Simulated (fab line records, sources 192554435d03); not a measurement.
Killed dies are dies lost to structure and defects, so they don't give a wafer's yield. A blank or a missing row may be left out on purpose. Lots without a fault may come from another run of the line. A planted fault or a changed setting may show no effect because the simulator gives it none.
Which tool did it? | flow n5_finfet | 24 lots, 72 wafers sampled, at 5 steps of a route of 1938

WHAT THE GAUGES READ, wafer by wafer
N5_PMOS_HMC_CHANNEL_EPI_INSPECT_11: inspects for defects (macro).
lot  | measured    | on                | raw_defect_count
L074 | day 1 17:26 | defect_inspect-01 | 4 3 4
L075 | day 1 23:11 | defect_inspect-01 | 3 2 2
L076 | day 2 05:36 | defect_inspect-01 | 7 1 4
L077 | day 2 11:38 | defect_inspect-01 | 3 2 4
L078 | day 2 17:35 | defect_inspect-02 | 3 2 0
L079 | day 2 23:26 | defect_inspect-01 | 3 5 0
L080 | day 3 05:10 | defect_inspect-01 | 3 0 0
L081 | day 3 11:31 | defect_inspect-02 | 4 1 1
L082 | day 3 18:16 | defect_inspect-02 | 0 0 2
L083 | day 3 23:40 | defect_inspect-02 | 3 2 3
L084 | day 4 06:01 | defect_inspect-01 | 2 1 4
L085 | day 4 11:29 | defect_inspect-01 | 3 2 2
L086 | day 4 17:00 | defect_inspect-01 | 2 4 2
L087 | day 4 23:42 | defect_inspect-01 | 1 1 3
L088 | day 5 05:16 | defect_inspect-01 | 3 1 1
L089 | day 5 11:20 | defect_inspect-02 | 3 2 3
L090 | day 5 17:19 | defect_inspect-02 | 4 2 3
L091 | day 5 23:19 | defect_inspect-01 | 0 4 1
L092 | day 6 05:52 | defect_inspect-01 | 0 0 4
L093 | day 6 13:04 | defect_inspect-01 | 3 2 0
L094 | day 6 17:58 | defect_inspect-02 | 6 1 1
L095 | day 7 03:49 | defect_inspect-01 | 2 0 1
L096 | day 7 05:17 | defect_inspect-02 | 1 0 2
L097 | day 7 14:01 | defect_inspect-01 | 2 1 2

N5_FIN_SAQP_THK_MEAS_05.
lot  | measured    | on            | thk_nm (nm)
L074 | day 1 21:06 | film_metro-01 | 38.1 37.8 37.3
L075 | day 2 03:01 | film_metro-02 | 37.3 37.5 38.1
L076 | day 2 09:01 | film_metro-02 | 36.6 37.4 37.4
L077 | day 2 15:37 | film_metro-02 | 37.4 37.6 38.3
L078 | day 2 20:59 | film_metro-02 | 37.0 37.1 38.2
L079 | day 3 03:03 | film_metro-01 | 37.5 37.6 38.8
L080 | day 3 08:41 | film_metro-01 | 37.1 37.4 37.4
L081 | day 3 14:56 | film_metro-02 | 37.3 38.0 38.0
L082 | day 3 21:55 | film_metro-02 | 37.8 37.9 38.6
L083 | day 4 03:05 | film_metro-01 | 37.3 37.5 37.7
L084 | day 4 09:34 | film_metro-02 | 38.2 37.5 37.0
L085 | day 4 15:35 | film_metro-02 | 37.7 38.3 37.8
L086 | day 4 20:31 | film_metro-02 | 38.1 37.8 39.3
L087 | day 5 03:59 | film_metro-02 | 37.2 37.2 38.0
L088 | day 5 08:50 | film_metro-01 | 37.8 37.1 37.5
L089 | day 5 14:46 | film_metro-01 | 37.1 37.8 38.5
L090 | day 5 20:43 | film_metro-01 | 37.3 37.8 37.5
L091 | day 6 02:52 | film_metro-02 | 36.7 37.2 38.3
L092 | day 6 10:09 | film_metro-01 | 37.7 37.5 38.4
L093 | day 6 17:10 | film_metro-02 | 37.2 38.5 37.8
L094 | day 6 22:10 | film_metro-02 | 38.2 38.4 38.2
L095 | day 7 09:19 | film_metro-01 | 37.1 37.2 37.6
L096 | day 7 09:35 | film_metro-02 | 37.3 38.7 38.0
L097 | day 7 18:05 | film_metro-01 | 37.5 37.4 37.6

N5_FIN_SAQP_INSPECT_18: inspects for defects (brightfield).
lot  | measured    | on                | raw_defect_count
L074 | day 1 21:49 | defect_inspect-01 | 350 387 363
L075 | day 2 03:47 | defect_inspect-02 | 326 317 363
L076 | day 2 09:40 | defect_inspect-02 | 525 335 445
L077 | day 2 16:27 | defect_inspect-02 | 327 340 440
L078 | day 2 21:46 | defect_inspect-01 | 344 421 289
L079 | day 3 03:48 | defect_inspect-01 | 301 334 224
L080 | day 3 09:26 | defect_inspect-01 | 290 219 209
L081 | day 3 15:42 | defect_inspect-01 | 451 369 330
L082 | day 3 22:41 | defect_inspect-02 | 351 327 339
L083 | day 4 03:51 | defect_inspect-01 | 484 388 360
L084 | day 4 10:11 | defect_inspect-02 | 352 376 474
L085 | day 4 16:20 | defect_inspect-01 | 323 224 257
L086 | day 4 21:16 | defect_inspect-02 | 311 396 352
L087 | day 5 04:37 | defect_inspect-01 | 366 345 417
L088 | day 5 09:37 | defect_inspect-01 | 374 456 517
L089 | day 5 15:32 | defect_inspect-02 | 329 612 347
L090 | day 5 21:28 | defect_inspect-01 | 454 313 497
L091 | day 6 03:31 | defect_inspect-01 | 370 376 396
L092 | day 6 10:56 | defect_inspect-02 | 461 425 355
L093 | day 6 17:56 | defect_inspect-01 | 415 236 514
L094 | day 6 22:55 | defect_inspect-02 | 413 522 364
L095 | day 7 10:04 | defect_inspect-02 | 457 458 283
L096 | day 7 10:22 | defect_inspect-01 | 374 579 558
L097 | day 7 18:51 | defect_inspect-01 | 331 409 311

WHICH TOOL RAN EACH LOT (tool, then ch and the chambers of the sampled wafers, then the start)
lot  | N5_PMOS_HMC_CHANNEL_EPI_DESCUM_14 | N5_PMOS_HMC_CHANNEL_EPI_ETCH_32
L074 | rie_diel-06 ch 0,1,3, day 1 17:38 | rie_diel-06 ch 0,1,3, day 1 17:40
L075 | rie_diel-02 ch 2,3, day 1 23:13   | rie_diel-02 ch 2,3, day 1 23:15
L076 | rie_diel-02 ch 0,2, day 2 05:38   | rie_diel-02 ch 0,2, day 2 05:40
L077 | rie_diel-06 ch 0,2,3, day 2 11:44 | rie_diel-06 ch 0,2,3, day 2 11:46
L078 | rie_diel-06 ch 0,1,2, day 2 17:37 | rie_diel-06 ch 0,1,2, day 2 17:39
L079 | rie_diel-02 ch 2,3, day 2 23:28   | rie_diel-02 ch 2,3, day 2 23:31
L080 | rie_diel-04 ch 0,1,3, day 3 05:12 | rie_diel-04 ch 0,1,3, day 3 05:14
L081 | rie_diel-06 ch 0,3, day 3 11:32   | rie_diel-06 ch 0,3, day 3 11:35
L082 | rie_diel-04 ch 0,1,3, day 3 18:17 | rie_diel-04 ch 0,1,3, day 3 18:20
L083 | rie_diel-02 ch 1,2, day 3 23:42   | rie_diel-02 ch 1,2, day 3 23:44
L084 | rie_diel-04 ch 0,1,3, day 4 06:05 | rie_diel-04 ch 0,1,3, day 4 06:07
L085 | rie_diel-06 ch 0,1,3, day 4 11:34 | rie_diel-06 ch 0,1,3, day 4 11:36
L086 | rie_diel-06 ch 0,2, day 4 17:02   | rie_diel-06 ch 0,2, day 4 17:04
L087 | rie_diel-04 ch 0,1, day 4 23:53   | rie_diel-04 ch 0,1, day 4 23:56
L088 | rie_diel-02 ch 0,1, day 5 05:28   | rie_diel-02 ch 0,1, day 5 05:31
L089 | rie_diel-06 ch 1,2, day 5 11:22   | rie_diel-06 ch 1,2, day 5 11:25
L090 | rie_diel-06 ch 1,3, day 5 17:20   | rie_diel-06 ch 1,3, day 5 17:23
L091 | rie_diel-04 ch 0,1,2, day 5 23:20 | rie_diel-04 ch 0,1,2, day 5 23:23
L092 | rie_diel-06 ch 0,1,2, day 6 06:01 | rie_diel-06 ch 0,1,2, day 6 06:03
L093 | rie_diel-04 ch 0,3, day 6 13:06   | rie_diel-04 ch 0,3, day 6 13:08
L094 | rie_diel-06 ch 0,1, day 6 18:14   | rie_diel-06 ch 0,1, day 6 18:17
L095 | rie_diel-04 ch 0,1,2, day 7 03:50 | rie_diel-04 ch 0,1,2, day 7 03:53
L096 | rie_diel-06 ch 0,2, day 7 05:31   | rie_diel-06 ch 0,2, day 7 05:34
L097 | rie_diel-04 ch 1,2,3, day 7 14:03 | rie_diel-04 ch 1,2,3, day 7 14:05
- N5_PMOS_HMC_CHANNEL_EPI_DESCUM_14: chemistry O2, time 7.9 s.
- N5_PMOS_HMC_CHANNEL_EPI_ETCH_32: etches BARC in N2/H2, stops on SiO2, target depth 85.8 nm, time 50.3 s.

WHAT THE TOOLS THEMSELVES READ (means of the sampled wafers that have a number; where no wafer has one, the mark that the record gives instead)
N5_PMOS_HMC_CHANNEL_EPI_DESCUM_14.
lot  | tool        | drypump_motor_current_A (A) | oes_product_au (a.u.) | rf_vpp_V (V) | showerhead_plenum_p_Torr (Torr) | throttle_valve_pct (%)
L074 | rie_diel-06 | 5.5                         | 0.74                  | 243.7        | 2.11                            | 20.36
L075 | rie_diel-02 | 5.5                         | 0.77                  | 244.9        | 2.19                            | 20.37
L076 | rie_diel-02 | 6.0                         | 0.73                  | 243.9        | 2.14                            | 20.61
L077 | rie_diel-06 | 5.7                         | 0.73                  | 242.7        | 2.08                            | 20.45
L078 | rie_diel-06 | 5.4                         | 0.76                  | 243.1        | 2.13                            | 20.47
L079 | rie_diel-02 | 5.9                         | 0.73                  | 244.5        | 2.17                            | 20.51
L080 | rie_diel-04 | 5.5                         | 0.84                  | 244.1        | 2.16                            | 20.37
L081 | rie_diel-06 | 5.8                         | 0.70                  | 243.3        | 2.06                            | 20.35
L082 | rie_diel-04 | 5.5                         | 0.84                  | 244.9        | 2.16                            | 20.37
L083 | rie_diel-02 | 6.1                         | 0.74                  | 243.8        | 2.14                            | 20.52
L084 | rie_diel-04 | 5.5                         | 0.83                  | 244.1        | 2.16                            | 20.39
L085 | rie_diel-06 | 5.6                         | 0.73                  | 242.3        | 2.10                            | 20.39
L086 | rie_diel-06 | 5.5                         | 0.76                  | 242.4        | 2.10                            | 20.56
L087 | rie_diel-04 | 5.5                         | 0.82                  | 243.4        | 2.14                            | 20.33
L088 | rie_diel-02 | 5.4                         | 0.76                  | 243.2        | 2.09                            | 20.53
L089 | rie_diel-06 | 5.7                         | 0.77                  | 244.6        | 2.13                            | 20.74
L090 | rie_diel-06 | 6.1                         | 0.71                  | 243.7        | 2.09                            | 20.54
L091 | rie_diel-04 | 5.4                         | 0.81                  | 244.8        | 2.12                            | 20.40
L092 | rie_diel-06 | 5.4                         | 0.74                  | 243.7        | 2.12                            | 20.51
L093 | rie_diel-04 | 5.2                         | 0.84                  | 243.4        | 2.14                            | 20.42
L094 | rie_diel-06 | 5.3                         | 0.74                  | 244.3        | 2.14                            | 20.46
L095 | rie_diel-04 | 5.4                         | 0.81                  | 243.3        | 2.11                            | 20.41
L096 | rie_diel-06 | 5.2                         | 0.72                  | 243.4        | 2.08                            | 20.35
L097 | rie_diel-04 | 5.4                         | 0.83                  | 244.3        | 2.13                            | 20.47

N5_PMOS_HMC_CHANNEL_EPI_ETCH_32.
lot  | tool        | drypump_motor_current_A (A) | oes_product_au (a.u.) | rf_vpp_V (V) | showerhead_plenum_p_Torr (Torr) | throttle_valve_pct (%)
L074 | rie_diel-06 | 5.6                         | 0.63                  | 524.3        | 2.58                            | 17.93
L075 | rie_diel-02 | 5.5                         | 0.66                  | 526.3        | 2.66                            | 17.86
L076 | rie_diel-02 | 6.0                         | 0.62                  | 526.0        | 2.59                            | 18.10
L077 | rie_diel-06 | 5.7                         | 0.63                  | 523.6        | 2.54                            | 17.98
L078 | rie_diel-06 | 5.4                         | 0.66                  | 524.7        | 2.58                            | 17.92
L079 | rie_diel-02 | 5.9                         | 0.63                  | 526.0        | 2.64                            | 17.96
L080 | rie_diel-04 | 5.5                         | 0.72                  | 525.8        | 2.61                            | 17.73
L081 | rie_diel-06 | 5.8                         | 0.60                  | 523.5        | 2.53                            | 18.00
L082 | rie_diel-04 | 5.5                         | 0.72                  | 526.7        | 2.61                            | 17.75
L083 | rie_diel-02 | 6.2                         | 0.64                  | 525.4        | 2.60                            | 18.01
L084 | rie_diel-04 | 5.5                         | 0.71                  | 525.8        | 2.61                            | 17.75
L085 | rie_diel-06 | 5.6                         | 0.62                  | 524.4        | 2.57                            | 17.95
L086 | rie_diel-06 | 5.5                         | 0.65                  | 524.5        | 2.54                            | 17.99
L087 | rie_diel-04 | 5.4                         | 0.69                  | 525.3        | 2.60                            | 17.77
L088 | rie_diel-02 | 5.4                         | 0.65                  | 524.5        | 2.54                            | 18.13
L089 | rie_diel-06 | 5.7                         | 0.66                  | 525.3        | 2.57                            | 18.12
L090 | rie_diel-06 | 6.0                         | 0.61                  | 524.3        | 2.56                            | 18.14
L091 | rie_diel-04 | 5.4                         | 0.70                  | 524.5        | 2.57                            | 17.81
L092 | rie_diel-06 | 5.4                         | 0.64                  | 524.4        | 2.57                            | 17.96
L093 | rie_diel-04 | 5.2                         | 0.72                  | 524.4        | 2.58                            | 17.75
L094 | rie_diel-06 | 5.3                         | 0.63                  | 524.9        | 2.60                            | 17.93
L095 | rie_diel-04 | 5.4                         | 0.69                  | 524.4        | 2.56                            | 17.84
L096 | rie_diel-06 | 5.2                         | 0.62                  | 523.3        | 2.53                            | 17.86
L097 | rie_diel-04 | 5.5                         | 0.71                  | 525.0        | 2.57                            | 17.85

THE ANSWER, worked out from the rows above alone
Rule: what is usual is taken from the lots themselves. Put in order of their means at a reading, lots are off if they are a third of the lots or fewer, leave a main group of 4 or more, and stand apart from it by a gap of 3 or more times the standard deviation of the main group's means; of several such gaps the widest counts. A main group whose means are all the same, to the digits that the tables above print for the reading, isn't used. A lot without any number at a reading at which 4 lots or more have one is off too. The other lots that the step has rows for count as sound. The gauges are gone through in route order, then the tools' own readings, and for those a lot's mean is taken as printed above. The first step at which some lot is off is used, and at that step the reading that is off furthest; a lot without a number counts as furthest.
No lot is off at any reading shown: from this, nothing can be told.

WHAT THE SIMULATOR HAD PUT IN
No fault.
